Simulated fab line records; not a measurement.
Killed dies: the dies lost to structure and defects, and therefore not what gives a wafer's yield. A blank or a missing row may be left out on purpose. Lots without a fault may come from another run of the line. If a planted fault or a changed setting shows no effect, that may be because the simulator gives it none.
Split-lot trial | flow n5_finfet | route with 1938 steps; 7 lots, 39 wafers read

## THE SPLIT
At N5_MOL_CONTACT_COAG_VIA_ETCH_46 (etches SiO2 in C4F6/O2, target depth 46 nm, overetch 9.2 nm, time 40 s), the setting target_depth_a was moved away from the recipe's 460 angstrom on 18 of the 39 wafers read, by -48.0% to +43.2%. The other wafers ran this setting at the recipe's value.

Reading taken at the split's own step.

## THE READING
SOC_of_MOL_CONTACT_COAG_COAT_75.thk_nm (the simulator's own value, which no gauge read), in nm, at N5_MOL_CONTACT_COAG_VIA_ETCH_46 (etches SiO2 in C4F6/O2, target depth 46 nm, overetch 9.2 nm, time 40 s). The file does not state a usual value for it. Across the 21 wafers here that went through the recipe, the average is 50.7 nm and the standard deviation 0.31 nm.

wafer  | tool, chamber at the split | target_depth_a as run, angstrom | against the recipe | SOC_of_MOL_CONTACT_COAG_COAT_75.thk_nm, nm | against lot-mates on the recipe
L074.1 | rie_diel-06, 3             | 460                             | recipe             | 50.6                                       | -
L074.2 | rie_diel-06, 1             | 374.4                           | -18.6%             | 51.4                                       | +0.8
L074.3 | rie_diel-06, 2             | 460                             | recipe             | 50.2                                       | -
L074.4 | rie_diel-06, 2             | 374.4                           | -18.6%             | 51.4                                       | +0.8
L074.5 | rie_diel-06, 1             | 374.4                           | -18.6%             | 51.4                                       | +0.8
L074.6 | rie_diel-06, 3             | 460                             | recipe             | 51                                         | -
L077.1 | rie_diel-02, 0             | 239.1                           | -48.0%             | 53.6                                       | +2.5
L077.2 | rie_diel-02, 2             | 239.1                           | -48.0%             | 53.8                                       | +2.7
L077.3 | rie_diel-02, 3             | 460                             | recipe             | 51.2                                       | -
L077.4 | rie_diel-02, 2             | 460                             | recipe             | 51.2                                       | -
L077.5 | rie_diel-02, 3             | 239.1                           | -48.0%             | 53.8                                       | +2.7
L077.6 | rie_diel-02, 0             | 460                             | recipe             | 50.8                                       | -
L078.1 | rie_diel-02, 3             | 460                             | recipe             | 50.6                                       | -
L078.2 | rie_diel-02, 0             | 241.8                           | -47.4%             | 53                                         | +2.5
L078.3 | rie_diel-02, 2             | 241.8                           | -47.4%             | 53.2                                       | +2.7
L078.4 | rie_diel-02, 0             | 460                             | recipe             | 50.4                                       | -
L078.5 | rie_diel-02, 3             | 460                             | recipe             | 50.4                                       | -
L078.6 | rie_diel-02, 2             | 241.8                           | -47.4%             | 53                                         | +2.5
L081.1 | rie_diel-06, 2             | 460                             | recipe             | 50.4                                       | -
L081.2 | rie_diel-06, 1             | 460                             | recipe             | 50.4                                       | -
L081.3 | rie_diel-06, 0             | 460                             | recipe             | 51                                         | -
L081.4 | rie_diel-06, 3             | 658.6                           | +43.2%             | 48.4                                       | -2.2
L081.5 | rie_diel-06, 0             | 658.6                           | +43.2%             | 48.6                                       | -2.0
L081.6 | rie_diel-06, 3             | 658.6                           | +43.2%             | 48.6                                       | -2.0
L085.1 | rie_diel-02, 3             | 460                             | recipe             | 50.8                                       | -
L085.2 | rie_diel-02, 0             | 295.8                           | -35.7%             | 52.6                                       | +1.9
L085.3 | rie_diel-02, 1             | 295.8                           | -35.7%             | 52.6                                       | +1.9
L085.4 | rie_diel-02, 2             | 460                             | recipe             | 50.8                                       | -
L085.5 | rie_diel-02, 0             | 460                             | recipe             | 50.4                                       | -
L085.6 | rie_diel-02, 3             | 295.8                           | -35.7%             | 52.6                                       | +1.9
L093.1 | rie_diel-02, 3             | 460                             | recipe             | 50.8                                       | -
L093.2 | rie_diel-02, 1             | 339.9                           | -26.1%             | 52.2                                       | +1.5
L093.3 | rie_diel-02, 0             | 460                             | recipe             | 50.2                                       | -
L093.4 | rie_diel-02, 2             | 339.9                           | -26.1%             | 52.2                                       | +1.5
L093.5 | rie_diel-02, 1             | 339.9                           | -26.1%             | 52.2                                       | +1.5
L093.6 | rie_diel-02, 2             | 460                             | recipe             | 51                                         | -
L094.2 | rie_diel-01, 1             | 460                             | recipe             | 50.4                                       | -
L094.4 | rie_diel-01, 0             | 460                             | recipe             | 50.4                                       | -
L094.5 | rie_diel-01, 2             | 460                             | recipe             | 51                                         | -

THE FIT
A straight line over all 39 wafers: SOC_of_MOL_CONTACT_COAG_COAT_75.thk_nm changes by -0.0542 nm for each +1% of target_depth_a; r = -0.98; the points scatter about the line by 0.29 nm.
The same after taking each lot's own level away (the mean of its wafers on the recipe; 39 wafers): -0.0527 nm for each +1%; r = -0.99; scatter 0.22 nm.
According to that fit, moving target_depth_a by its largest amount changes the reading by 2.5 nm.
Across the lots, their own levels run from 50.47 to 51.07 nm, a range of 1.9 times the standard deviation given above.
The two slopes are in agreement: the lot-to-lot level therefore moves the slope only a little.
Check: +2.57 nm against its lot-mates is what the line predicts for one of the wafers moved furthest among these (-48.0%) when that wafer is left out of the fit. Against them it came out at +2.53 nm.

## THESE WAFERS: OTHER SPLITS
These wafers also went through other splits before the reading. Each is held against what the fit with the lots' levels taken away leaves over:
other split on the same wafers       | wafers away from the commonest value | r with SOC_of_MOL_CONTACT_COAG_COAT_75.thk_nm (lot level and that fit taken away)
N5_FIN_SAQP_HM_DEP_03 target_thk_a   | 15                                   | -0.01
N5_SD_EPI_N_EPI_21 epi_growth_time_s | 15                                   | -0.10
N5_SDB_ALD_29 ald_cycles             | 15                                   | -0.08

## THE WHOLE CHAIN: every reading that the file lists as answering this split, in the file's order
step                            | what it does                                                           | reading                                                                                 | change (the file's fit)                                                              | r (the file's)
N5_MOL_CONTACT_COAG_VIA_ETCH_46 | etches SiO2 in C4F6/O2, target depth 46 nm, overetch 9.2 nm, time 40 s | etch.depth_nm (the simulator's own value, which no gauge read)                          | not straight: 33.45 at the lowest setting, 46.16 at the recipe, 46.34 at the highest | not given
N5_MOL_CONTACT_COAG_VIA_ETCH_46 | etches SiO2 in C4F6/O2, target depth 46 nm, overetch 9.2 nm, time 40 s | SOC_of_MOL_CONTACT_COAG_COAT_75.thk_nm (the simulator's own value, which no gauge read) | -0.0533 nm for each +1% of the setting                                               | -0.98

## THE FILE'S OWN FIT
SOC_of_MOL_CONTACT_COAG_COAT_75.thk_nm changes by -0.0533 nm for each +1% of target_depth_a, r = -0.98.
